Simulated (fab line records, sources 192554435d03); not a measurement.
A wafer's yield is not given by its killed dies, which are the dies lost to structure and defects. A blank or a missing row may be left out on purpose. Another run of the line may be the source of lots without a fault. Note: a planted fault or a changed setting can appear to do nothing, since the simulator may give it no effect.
Chamber matching | flow n5 finfet | rie diel-06 running N5_BEOL_M8_STRIP_36: 4 sister chambers
The step strips in N2/H2. 4 wafers are shown with their chamber, then 9 later ones without.

== WAFERS PAIRED WITH THEIR CHAMBERS ==
wafer  | chamber | throttle valve pct (%)
L085.5 | 3       | 24.33
L086.1 | 1       | 23.37
L086.2 | 2       | 23.78
L086.5 | 0       | 23.89

== WAFERS MISSING THEIR CHAMBER ==
wafer  | throttle valve pct (%)
L087.3 | 23.87
L087.4 | 23.37
L087.6 | 23.35
L091.1 | 23.82
L091.3 | 24.32
L091.4 | 23.90
L096.2 | 23.37
L096.3 | 23.81
L096.4 | 24.30

== WHICH CHAMBER EACH WENT THROUGH ==
wafer  | from the rows above     | in truth
L087.3 | 0                       | 0
L087.4 | 1                       | 1
L087.6 | 1                       | 1
L091.1 | can't be placed: 2 or 0 | 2
L091.3 | 3                       | 3
L091.4 | 0                       | 0
L096.2 | 1                       | 1
L096.3 | 2                       | 2
L096.4 | 3                       | 3
8 of 9 placed correctly. These rows do not allow placing 1 (true chamber among the candidates in 1). Wrongly placed: 0.
How it was worked out, from the rows above alone: a wafer's distance from a chamber is the root of the sum, over the readings, of the square of ((its reading less the chamber's mean) divided by the reading's scatter). The wafer belongs to the nearest chamber; if the next one is less than 2 further off, it can't be placed. The mean given for a chamber averages the wafers shown for that chamber. The scatter: with one shown wafer a chamber, the root of the mean of the squares of how far each hidden wafer lies from its nearest shown one.
